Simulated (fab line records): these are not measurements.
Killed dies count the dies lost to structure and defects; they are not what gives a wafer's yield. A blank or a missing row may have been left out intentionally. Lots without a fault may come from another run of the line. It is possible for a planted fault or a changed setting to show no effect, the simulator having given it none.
fab line records	flow n5Finfet
record: lots: 6	wafers: 17	lastDay: 18
route steps=1938 shown BEOL_M7@1330 BEOL_M8@1332 PASSIVATION@1936
lots untouched by any fault: they come from a run of this same line in which no faults occurred
startH: start of the lot's first displayed wafer, in hours after the record's first day	waitH: time in hours since the lot's previous step	" the same as in the row above	L1.1+2: a single row standing in for several wafers	- no value present, or no start provided	* or withheld: withheld	< > ~ a bound
route shown NAME@n: NAME is a module with steps in the file, n the number in the route of the first one	usual: mean/standard deviation taken from wafers without a fault	same: alike in all rows	chamber/n: place in a boat	sites: readings site by site	_std_site: standard deviation of those values	_edge_site: outer sites' mean less inner sites'	radiusMm: how far each site lies from the wafer's centre	mask NAME#n: copy n	behind: the tool/chamber that last shaped the wafer	hold: why the lot went on hold/how many hours it stayed there/how the hold came to an end	device: which transistor (n, p or np) failed to switch	end of line: the tests these same wafers got at the end of their route	for a step that has no rows: nothing shown but its recipe	killed: the dies lost at the first sort to structure and to defects; this is not the yield of the wafer	map: per-die view of a wafer (x killed, . not killed, _ where there is no die)
set.NAME: the run value of the setting; set.NAME@STEP: its run value at that earlier step	model.NAME: the simulator's own value behind a step, which no gauge read
certain route steps with their lots: each step a table, each wafer a row
services: from which hour (startH, from the record's first day; less than 0 if before it) a tool's chamber was out of use, for how many hours, and why
== steps ==
step: N5_BEOL_M7_RS_MEAS_57
recipe: thkMeasGauge: four-point-probe	reads: Cu_of_BEOL_M7_ECD_50+Co_of_BEOL_M7_CVD_78+TaN_of_BEOL_M7_ALD_77
usual: M7_RS: 0.287/0.0096
lot.wafer	tool	chamber	startH	waitH	M7_RS[ohm/sq]
L291.1	filmMetro-02	-	232.37	0.1	0.285
L291.2	"	-	"	"	0.291
L291.3	"	-	"	"	0.309
L292.2	filmMetro-02	-	235.91	0.1	0.287
L292.4	"	-	"	"	0.294
L292.5	"	-	"	"	0.291
L295.1	filmMetro-01	-	243.52	0.1	0.296
L295.2	"	-	"	"	0.284
L295.6	"	-	"	"	0.278
L302.3	filmMetro-02	-	294.03	0.1	0.291
L302.5	"	-	"	"	0.305
L302.6	"	-	"	"	0.290
L305.3	filmMetro-01	-	315.94	0.1	0.291
L305.4	"	-	"	"	0.279
L305.5	"	-	"	"	0.285
L309.1	filmMetro-01	-	344.22	0.1	0.280
L309.4	"	-	"	"	0.296
step: N5_BEOL_M7_INSPECT_58
recipe: inspectInstrument: darkfield	mode: postDep
usual: rawDefectCount: 74/25
lot.wafer	tool	chamber	startH	waitH	rawDefectCount
L291.1	defectInspect-01	-	232.39	0.0	82
L291.2	"	-	"	"	69
L291.3	"	-	"	"	61
L292.2	defectInspect-02	-	235.93	0.0	99
L292.4	"	-	"	"	139
L292.5	"	-	"	"	88
L295.1	defectInspect-02	-	243.55	0.0	53
L295.2	"	-	"	"	95
L295.6	"	-	"	"	63
L302.3	defectInspect-01	-	294.06	0.0	74
L302.5	"	-	"	"	40
L302.6	"	-	"	"	63
L305.3	defectInspect-01	-	315.97	0.0	109
L305.4	"	-	"	"	81
L305.5	"	-	"	"	90
L309.1	defectInspect-01	-	344.25	0.0	75
L309.4	"	-	"	"	72
step: N5_BEOL_M8_ILD_DEP_00
recipe: material: SiCOH_lowk	targetThkA: 1797.5	tempC: 300	precursor: DEMS/porogen	pressureTorr: 5	rfW: 500	timeS: 33.4
usual: heaterPowerW: 323/58	showerheadPlenumPTorr: 5.741/0.021	throttleValvePct: 13.8/0.58
lot.wafer	tool	chamber	startH	waitH	heaterPowerW	showerheadPlenumPTorr	throttleValvePct
L291.1	pecvd-01	0	232.43	0.0	265	5.731	14.2
L291.2	"	1	"	"	230	5.735	15.2
L291.3	"	2	"	"	323	5.703	13.7
L292.2	pecvd-02	0	235.97	0.0	311	5.734	13.5
L292.4	"	0	"	"	321	5.746	13.8
L292.5	"	0	"	"	321	5.761	13.5
L295.1	pecvd-01	2	243.59	0.0	380	5.713	13.4
L295.2	"	0	"	"	272	5.711	14.1
L295.6	"	2	"	"	307	5.709	13.4
L302.3	pecvd-02	2	294.10	0.0	302	5.759	13.7
L302.5	"	2	"	"	302	5.774	13.9
L302.6	"	0	"	"	274	5.761	13.7
L305.3	pecvd-02	1	316.00	0.0	366	5.751	13.8
L305.4	"	2	"	"	351	5.786	13.7
L305.5	"	1	"	"	379	5.750	13.6
L309.1	pecvd-01	1	344.29	0.0	219	5.743	15.1
L309.4	"	1	"	"	222	5.748	15.0
step: N5_BEOL_M8_CURE_74
recipe: tempC: 385	timeS: 240	ambient: He/Ar	material: SiCOH_lowk
usual: lampPowerPct: 52.31/0.056	wafer_temp_C_max: 386.8/0.62
lot.wafer	tool	chamber	startH	waitH	lampPowerPct	wafer_temp_C_max
L291.1	uvCure-02	0	232.49	0.0	52.32	387.9
L291.2	"	0	"	"	52.36	387.7
L291.3	"	0	"	"	52.40	386.9
L292.2	uvCure-02	0	236.14	0.1	52.39	387.8
L292.4	"	0	"	"	52.27	387.0
L292.5	"	0	"	"	52.34	387.6
L295.1	uvCure-03	1	243.67	0.1	52.35	386.5
L295.2	"	1	"	"	52.35	387.1
L295.6	"	1	"	"	52.32	387.6
L302.3	uvCure-02	2	294.32	0.2	52.38	387.1
L302.5	"	2	"	"	52.25	386.6
L302.6	"	2	"	"	52.35	386.9
L305.3	uvCure-02	2	316.23	0.2	52.31	386.8
L305.4	"	2	"	"	52.32	386.3
L305.5	"	2	"	"	52.30	386.5
L309.1	uvCure-01	1	344.35	0.0	52.27	386.2
L309.4	"	1	"	"	52.27	386.7
step: N5_BEOL_M8_THK_MEAS_01
recipe: reads: SiCOH_lowk_of_BEOL_M8_ILD_DEP_00
usual: M8_ILD_THK: 156.2/2.3
lot.wafer	tool	chamber	startH	waitH	M8_ILD_THK[nm]
L291.1	filmMetro-01	-	233.01	0.4	153.6
L291.2	"	-	"	"	154.6
L291.3	"	-	"	"	152.3
L292.2	filmMetro-02	-	236.57	0.4	155.4
L292.4	"	-	"	"	157.2
L292.5	"	-	"	"	157.7
L295.1	filmMetro-02	-	244.18	0.4	153.6
L295.2	"	-	"	"	153.8
L295.6	"	-	"	"	157.6
L302.3	filmMetro-02	-	294.67	0.3	153.5
L302.5	"	-	"	"	157.1
L302.6	"	-	"	"	158.8
L305.3	filmMetro-01	-	316.58	0.3	153.3
L305.4	"	-	"	"	154.6
L305.5	"	-	"	"	156.7
L309.1	filmMetro-02	-	344.86	0.4	157.8
L309.4	"	-	"	"	158.6
step: N5_BEOL_M8_PECVD_70
recipe: material: SiO2	targetThkA: 200	tempC: 400	precursor: TEOS/O2	pressureTorr: 5.5	rfW: 450	teosFlowSccm: 53.8	gas: O2	flowSccm: 3000	timeS: 22.7
usual: heaterPowerW: 768/99	showerheadPlenumPTorr: 8.79/0.084	throttleValvePct: 22.1/0.77
lot.wafer	tool	chamber	startH	waitH	heaterPowerW	showerheadPlenumPTorr	throttleValvePct
L291.1	pecvd-02	2	233.04	0.0	675	8.91	22.0
L291.2	"	0	"	"	691	8.80	21.9
L291.3	"	0	"	"	718	8.84	21.6
L292.2	pecvd-03	0	236.61	0.0	638	8.76	21.7
L292.4	"	0	"	"	643	8.75	21.7
L292.5	"	1	"	"	856	8.77	21.5
L295.1	pecvd-01	2	244.22	0.0	830	8.64	21.9
L295.2	"	0	"	"	722	8.76	23.0
L295.6	"	2	"	"	826	8.64	21.7
L302.3	pecvd-03	2	294.71	0.0	942	8.86	21.3
L302.5	"	1	"	"	840	8.74	21.1
L302.6	"	0	"	"	736	8.74	21.6
L305.3	pecvd-01	2	316.62	0.0	770	8.62	22.1
L305.4	"	2	"	"	775	8.64	21.9
L305.5	"	1	"	"	584	8.80	24.7
L309.1	pecvd-03	2	344.90	0.0	970	8.83	21.6
L309.4	"	1	"	"	819	8.73	21.3
step: N5_BEOL_M8_HM_DEP_02
recipe: material: TiN	targetThkA: 200	tempC: 25	chamberPressurePa: 0.49996
usual: substrateTempC: 25.00/0.1	throttleValvePct: 30.2/0.73
lot.wafer	tool	chamber	startH	waitH	substrateTempC	throttleValvePct
L291.1	pvdSputter-02	-	233.75	0.7	25.12	30.0
L291.2	"	-	"	"	25.03	31.4
L291.3	"	-	"	"	24.99	30.7
L292.2	pvdSputter-01	-	238.06	1.4	25.16	29.3
L292.4	"	-	"	"	25.18	30.8
L292.5	"	-	"	"	25.01	31.0
L295.1	pvdSputter-02	-	244.93	0.7	25.01	32.0
L295.2	"	-	"	"	24.98	29.5
L295.6	"	-	"	"	24.98	30.0
L302.3	pvdSputter-02	-	296.06	1.3	25.03	30.6
L302.5	"	-	"	"	24.96	29.8
L302.6	"	-	"	"	24.90	30.7
L305.3	pvdSputter-01	-	318.39	1.8	25.03	29.2
L305.4	"	-	"	"	25.09	31.2
L305.5	"	-	"	"	24.93	31.1
L309.1	pvdSputter-03	-	345.94	1.0	24.73	30.6
L309.4	"	-	"	"	24.92	30.0
step: N5_BEOL_M8_COAT_59
recipe: resist: SOC	tempC: 250	timeS: 60	spinRpm: 1500	resistThkNm: 100
step: N5_BEOL_M8_COAT_60
recipe: resist: SiARC	tempC: 220	timeS: 60	spinRpm: 1500	resistThkNm: 35
step: N5_BEOL_M8_COAT_05
recipe: resist: CAR-ArF	spinRpm: 1500	resistThkNm: 90
step: N5_BEOL_M8_EBR_07
recipe: solvent: PGMEA	ebrWidthMm: 1.5
step: N5_BEOL_M8_SOFTBAKE_06
recipe: tempC: 110	timeS: 60	resist: CAR-ArF
step: N5_BEOL_M8_EXPOSE_08
recipe: maskId: M8	na: 1.35	sourceShape: dipole	sigmaInner: 0.817	sigmaOuter: 0.97	polarization: te	doseMj: 68.25
usual: focusOffsetNm: 0.2/0.58
same: dipoleOpeningDeg: 35
lot.wafer	tool	chamber	startH	waitH	mask	focusOffsetNm	model.BEOL_M8.overlayXNm
L291.1	arfiScanner-02	0	233.99	-	M8#0	0.6	0.4
L291.2	"	0	"	"	M8#0	0.8	0.4
L291.3	"	0	"	"	M8#0	0.5	0.4
L292.2	arfiScanner-02	0	238.32	-	M8#0	0.3	12
L292.4	"	0	"	"	M8#0	0.8	12
L292.5	"	0	"	"	M8#0	0.3	12
L295.1	arfiScanner-02	0	245.31	-	M8#0	-0.3	11.8
L295.2	"	0	"	"	M8#0	-0.2	11.8
L295.6	"	0	"	"	M8#0	-0.1	11.8
L302.3	arfiScanner-03	0	296.44	-	M8#0	-0.8	0.6
L302.5	"	0	"	"	M8#0	0.3	0.6
L302.6	"	0	"	"	M8#0	-0.6	0.6
L305.3	arfiScanner-01	0	318.78	-	M8#0	0.1	0.4
L305.4	"	0	"	"	M8#0	0.5	0.4
L305.5	"	0	"	"	M8#0	-0.3	0.4
L309.1	arfiScanner-03	0	346.32	-	M8#0	0.3	-0.6
L309.4	"	0	"	"	M8#0	0.1	-0.6
step: N5_BEOL_M8_PEB_09
recipe: pebTempC: withheld	pebTimeS: 60	resist: CAR-ArF
step: N5_BEOL_M8_DEVELOP_10
recipe: developTimeS: 30	developer: TMAH	resist: CAR-ArF	rinseLiquid: diw	dry: airSpin	devTempC: 23
step: N5_BEOL_M8_CD_MEAS_11
recipe: targetCdNm: 38.5	landingEnergyEv: 500	detector: seInlens	polarity: opening
usual: cdNm: 38.4/0.57
lot.wafer	tool	chamber	startH	waitH	cdNm
L291.1	cdSem-02	0	234.12	-	38.9
L291.2	"	0	"	"	38.7
L291.3	"	0	"	"	38.2
L292.2	cdSem-02	0	238.44	-	38.7
L292.4	"	0	"	"	37.5
L292.5	"	0	"	"	37.9
L295.1	cdSem-02	0	245.44	-	37.4
L295.2	"	0	"	"	38.2
L295.6	"	0	"	"	38.2
L302.3	cdSem-02	0	296.56	-	38.9
L302.5	"	0	"	"	38.6
L302.6	"	0	"	"	38.4
L305.3	cdSem-02	0	318.90	-	38.4
L305.4	"	0	"	"	38.4
L305.5	"	0	"	"	37.8
L309.1	cdSem-01	0	346.44	-	38.5
L309.4	"	0	"	"	37.8
step: N5_BEOL_M8_OVL_MEAS_12
recipe: pointsPerWafer: 44
usual: M8_OVL: 0.3/0.75
lot.wafer	tool	chamber	startH	waitH	M8_OVL[nm]
L291.1	overlay-02	0	234.16	0.0	0.7
L291.2	"	0	"	"	0.7
L291.3	"	0	"	"	0.6
L292.2	overlay-02	0	238.47	0.0	11.4
L292.4	"	0	"	"	11.6
L292.5	"	0	"	"	11.6
L295.1	overlay-02	0	245.47	0.0	11.9
L295.2	"	0	"	"	11.3
L295.6	"	0	"	"	11.6
L302.3	overlay-02	0	296.59	0.0	-0.4
L302.5	"	0	"	"	0.4
L302.6	"	0	"	"	1.2
L305.3	overlay-02	0	318.93	0.0	1.6
L305.4	"	0	"	"	0.5
L305.5	"	0	"	"	1.2
L309.1	overlay-02	0	346.48	0.0	0.5
L309.4	"	0	"	"	-1.5
step: N5_BEOL_M8_INSPECT_13
recipe: mode: adi	inspectInstrument: brightfield
usual: rawDefectCount: 425/93
lot.wafer	tool	chamber	startH	waitH	rawDefectCount
L291.1	defectInspect-01	-	234.18	0.0	502
L291.2	"	-	"	"	446
L291.3	"	-	"	"	351
L292.2	defectInspect-02	-	238.50	0.0	384
L292.4	"	-	"	"	361
L292.5	"	-	"	"	438
L295.1	defectInspect-01	-	245.49	0.0	524
L295.2	"	-	"	"	641
L295.6	"	-	"	"	399
L302.3	defectInspect-01	-	296.61	0.0	469
L302.5	"	-	"	"	283
L302.6	"	-	"	"	486
L305.3	defectInspect-02	-	318.96	0.0	691
L305.4	"	-	"	"	507
L305.5	"	-	"	"	557
L309.1	defectInspect-02	-	346.50	0.0	433
L309.4	"	-	"	"	373
step: N5_PASSIVATION_PROBE_49
usual: defectLimitedYield: 91.3/1.4	killed_at_M0_to_M3: 36/10	killed_at_M4_up: 13/5.4	killedAtContacts: 12/5.3	killedAtFrontEnd: 39/10	killedAtOther: 3.2/2.7	killedDies: 103/16	killedOnRim: 13/4	killedOpen: 68/13	killedShort: 33/6.6	sort_bin_4_leakage: 0.01/0.031	sort_bin_5_function: 5.1/0.92	sort_bin_6_memory: 3.3/0.68	sort_bin_8_speed: 0.1/0.41	sortNPass: 1077/17	sortYieldPct: 91.2/1.4
same: grossDies: 1180	killedAtBackSide: 0
lot.wafer	tool	chamber	startH	waitH	defectLimitedYield[%]	killed_at_M0_to_M3	killed_at_M4_up	killedAtContacts	killedAtFrontEnd	killedAtOther	killedDies	killedOnRim	killedOpen	killedShort	sort_bin_4_leakage[%]	sort_bin_5_function[%]	sort_bin_6_memory[%]	sort_bin_8_speed[%]	sortNPass	sortYieldPct[%]
L291.1	prober-01	-	307.44	0.2	87.9	39	17	18	67	2	143	13	98	45	0	7.4	4.6	0	1037	87.9
L291.2	prober-01	-	307.49	0.2	91.9	34	4	15	36	7	96	15	63	31	0	4.7	3.1	0	1084	91.9
L291.3	prober-01	-	307.54	0.3	92.3	24	16	11	37	3	91	5	53	37	0	4.2	3.1	0	1089	92.3
L292.2	prober-01	-	324.72	0.1	90.6	38	17	10	42	4	111	11	80	29	0	5.6	3.6	0	1069	90.6
L292.4	prober-01	-	324.82	0.2	92.5	29	14	5	31	9	88	8	59	29	0	4.2	2.9	0	1092	92.5
L292.5	prober-01	-	324.87	0.2	92.3	29	13	11	32	6	91	12	58	31	0	4.2	3.3	0	1089	92.3
L295.1	prober-01	-	325.38	0.0	91.7	41	7	10	38	2	98	12	58	38	0	5.0	3.1	0	1082	91.7
L295.2	prober-01	-	325.43	0.1	91.3	44	9	13	36	1	103	20	62	38	0	4.5	3.8	0.8	1068	90.5
L295.6	prober-01	-	325.63	0.3	93.7	35	10	7	22	0	74	13	49	23	0	3.3	2.4	0	1106	93.7
L302.3	prober-01	-	390.31	0.1	90.8	34	14	9	45	7	109	16	74	35	0.17	6.1	3.0	0	1069	90.6
L302.5	prober-01	-	390.41	0.2	91.4	42	12	11	32	5	102	17	73	27	0	5.3	3.1	0	1078	91.4
L302.6	prober-01	-	390.46	0.3	92.0	27	15	14	36	2	94	11	60	33	0	4.7	3.1	0	1086	92.0
L305.3	prober-02	-	395.78	0.5	91.4	33	18	5	45	0	101	16	55	42	0	5.8	2.2	0	1079	91.4
L305.4	prober-02	-	395.83	0.5	92.6	21	16	7	41	2	87	14	53	34	0.08	3.2	3.6	0	1092	92.5
L305.5	prober-02	-	395.88	0.6	94.5	20	10	6	27	2	65	8	45	19	0	3.6	1.7	0	1115	94.5
L309.1	prober-01	-	429.92	0.0	91.8	33	16	9	34	5	97	14	63	32	0	4.6	3.3	0	1083	91.8
killed by level:class
L291.1 STI_FIN_REVEAL:geometricParticle:open=19 BEOL_M0_SAQP:geometricParticle:short=18 FIN_SAQP:geometricParticle:open=16 BEOL_M0_SAQP:geometricParticle:open=14 MOL_CONTACT_COAG:geometricParticle:open=12 BEOL_M4:geometricParticle:open=12 GATE_CUT:geometricParticle:open=7 MOL_CONTACT_COAG:geometricParticle:short=6
L291.2 MOL_CONTACT_COAG:geometricParticle:open=12 BEOL_M0_SAQP:geometricParticle:short=10 FIN_SAQP:geometricParticle:short=9 BEOL_M0_SAQP:geometricParticle:open=9 FIN_SAQP:geometricParticle:open=7 STI_FIN_REVEAL:geometricParticle:open=7 BEOL_M3:geometricParticle:open=5 BEOL_M2:geometricParticle:open=4
L291.3 STI_FIN_REVEAL:geometricParticle:open=12 BEOL_M0_SAQP:geometricParticle:short=12 BEOL_M4:geometricParticle:open=10 MOL_CONTACT_COAG:geometricParticle:open=8 GATE_CUT:geometricParticle:short=6 STARTING-WAFER:geometricParticle:short=6 BEOL_M1:geometricParticle:open=5 FIN_SAQP:geometricParticle:short=3
L292.2 STI_FIN_REVEAL:geometricParticle:open=12 BEOL_M2:geometricParticle:open=12 BEOL_M4:geometricParticle:open=10 BEOL_M0_SAQP:geometricParticle:open=9 MOL_CONTACT_COAG:geometricParticle:open=8 FIN_SAQP:geometricParticle:open=7 STARTING-WAFER:geometricParticle:short=5 BEOL_M3:geometricParticle:open=5
L292.4 FIN_SAQP:geometricParticle:open=12 BEOL_M3:geometricParticle:short=6 BEOL_M3:geometricParticle:open=5 MOL_CONTACT_COAG:geometricParticle:open=5 BEOL_M0:geometricParticle:open=5 BEOL_M4:geometricParticle:open=4 DUMMY_GATE:geometricParticle:open=4 BEOL_M0_SAQP:geometricParticle:short=4
L292.5 FIN_SAQP:geometricParticle:open=9 MOL_CONTACT_COAG:geometricParticle:open=8 BEOL_M0_SAQP:geometricParticle:open=7 BEOL_M2:geometricParticle:open=6 FIN_SAQP:geometricParticle:short=5 DUMMY_GATE:geometricParticle:open=4 BEOL_M3:geometricParticle:short=4 STI_FIN_REVEAL:geometricParticle:open=3
L295.1 FIN_SAQP:geometricParticle:open=13 FIN_SAQP:geometricParticle:short=11 BEOL_M1:geometricParticle:open=11 BEOL_M0_SAQP:geometricParticle:short=8 BEOL_M3:geometricParticle:open=8 MOL_CONTACT_COAG:geometricParticle:open=6 BEOL_M2:geometricParticle:open=6 GATE_CUT:geometricParticle:short=4
L295.2 BEOL_M0_SAQP:geometricParticle:short=16 MOL_CONTACT_COAG:geometricParticle:open=11 FIN_SAQP:geometricParticle:open=9 BEOL_M0_SAQP:geometricParticle:open=9 FIN_SAQP:geometricParticle:short=8 STI_FIN_REVEAL:geometricParticle:open=8 BEOL_M1:geometricParticle:open=8 BEOL_M3:geometricParticle:open=7
L295.6 BEOL_M3:geometricParticle:open=9 BEOL_M0_SAQP:geometricParticle:open=8 MOL_CONTACT_COAG:geometricParticle:open=7 FIN_SAQP:geometricParticle:short=6 BEOL_M1:geometricParticle:open=6 STARTING-WAFER:geometricParticle:short=6 BEOL_M4:geometricParticle:open=5 BEOL_M0_SAQP:geometricParticle:short=4
L302.3 DUMMY_GATE:geometricParticle:open=12 BEOL_M3:geometricParticle:open=11 BEOL_M4:geometricParticle:open=8 BEOL_M0_SAQP:geometricParticle:open=7 FIN_SAQP:geometricParticle:short=5 STI_FIN_REVEAL:geometricParticle:open=5 MOL_CONTACT_COAG:geometricParticle:open=5 BEOL_M0_SAQP:geometricParticle:short=5
L302.5 BEOL_M0:geometricParticle:open=12 MOL_CONTACT_COAG:geometricParticle:open=8 BEOL_M2:geometricParticle:open=8 BEOL_M4:geometricParticle:open=6 GATE_CUT:geometricParticle:open=5 BEOL_M0_SAQP:geometricParticle:open=5 ILD0:geometricParticle:open=4 BEOL_M1:geometricParticle:open=4
L302.6 MOL_CONTACT_COAG:geometricParticle:open=11 FIN_SAQP:geometricParticle:short=10 STI_FIN_REVEAL:geometricParticle:open=6 BEOL_M0_SAQP:geometricParticle:short=6 BEOL_M0_SAQP:geometricParticle:open=5 FIN_SAQP:geometricParticle:open=4 ILD0:geometricParticle:open=4 BEOL_M1:geometricParticle:open=4
L305.3 FIN_SAQP:geometricParticle:short=16 FIN_SAQP:geometricParticle:open=9 BEOL_M1:geometricParticle:open=7 BEOL_M2:geometricParticle:open=7 BEOL_M3:geometricParticle:open=7 BEOL_M4:geometricParticle:open=5 BEOL_M0_SAQP:geometricParticle:short=4 DUMMY_GATE:geometricParticle:open=3
L305.4 FIN_SAQP:geometricParticle:open=12 FIN_SAQP:geometricParticle:short=10 ILD0:geometricParticle:short=7 BEOL_M3:geometricParticle:open=7 MOL_CONTACT_COAG:geometricParticle:open=6 BEOL_M4:geometricParticle:open=6 BEOL_M2:geometricParticle:short=5 STI_FIN_REVEAL:geometricParticle:open=4
L305.5 BEOL_M1:geometricParticle:open=8 STARTING-WAFER:geometricParticle:short=6 MOL_CONTACT_COAG:geometricParticle:open=5 BEOL_M4:geometricParticle:open=5 DUMMY_GATE:geometricParticle:open=4 STARTING-WAFER:geometricParticle:open=4 FIN_SAQP:geometricParticle:short=3 FIN_SAQP:geometricParticle:open=3
L309.1 BEOL_M2:geometricParticle:open=10 BEOL_M4:geometricParticle:open=10 MOL_CONTACT_COAG:geometricParticle:open=8 BEOL_M0_SAQP:geometricParticle:short=8 FIN_SAQP:geometricParticle:open=7 FIN_SAQP:geometricParticle:short=6 STI_FIN_REVEAL:geometricParticle:open=6 STARTING-WAFER:geometricParticle:short=6
== services ==
tool	chamber	startH	hours	kind
arfiScanner-03	-	213.61	0.5	repair
arfiScanner-03	-	214.87	0.9	repair
arfiScanner-01	-	219.01	0.9	repair
arfiScanner-02	-	222.79	1.3	pm
pecvd-03	0	228.65	2.3	repair
pecvd-02	1	230.84	14.9	repair
pecvd-01	1	233.56	22.8	repair
arfiScanner-03	-	234.00	1.0	pm
arfiScanner-01	-	258.45	1.0	pm
arfiScanner-02	-	267.36	1.5	repair
arfiScanner-01	-	272.43	1.3	pm
uvCure-03	-	273.94	0.3	repair
arfiScanner-02	-	277.08	4.9	pm
arfiScanner-01	-	280.82	1.0	pm
arfiScanner-01	-	296.93	0.8	pm
pecvd-02	-	298.47	2.8	pm
arfiScanner-03	-	301.19	1.3	pm
uvCure-03	-	312.76	7.5	pm
arfiScanner-02	-	323.96	0.8	pm
uvCure-02	-	327.01	7.5	pm
arfiScanner-03	-	327.99	0.4	repair
uvCure-03	-	332.94	0.5	repair
pecvd-03	0	333.35	5.9	repair
arfiScanner-03	-	338.49	0.8	pm
== key ==
firstSign: step: N5_BEOL_M8_OVL_MEAS_12	reading: M8_OVL	direction: up	sigmas: 15	usual: 0.3	struck: 11.6
effect none on later readings
modelEffect: step: N5_BEOL_M8_EXPOSE_08	value: BEOL_M8.overlayXNm	without: 0.1	struck: 11.9
metAt N5_BEOL_M8_EXPOSE_08
struckWafers L292.2,L292.4,L292.5,L295.1,L295.2,L295.6
onsetBetween 233.99 238.32
fault: kind: scannerMatchingOverlay	tool: arfiScanner-02	chamber: -	onsetH: 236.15	steps: N5_BEOL_M8_EXPOSE_08	offset: 11.712
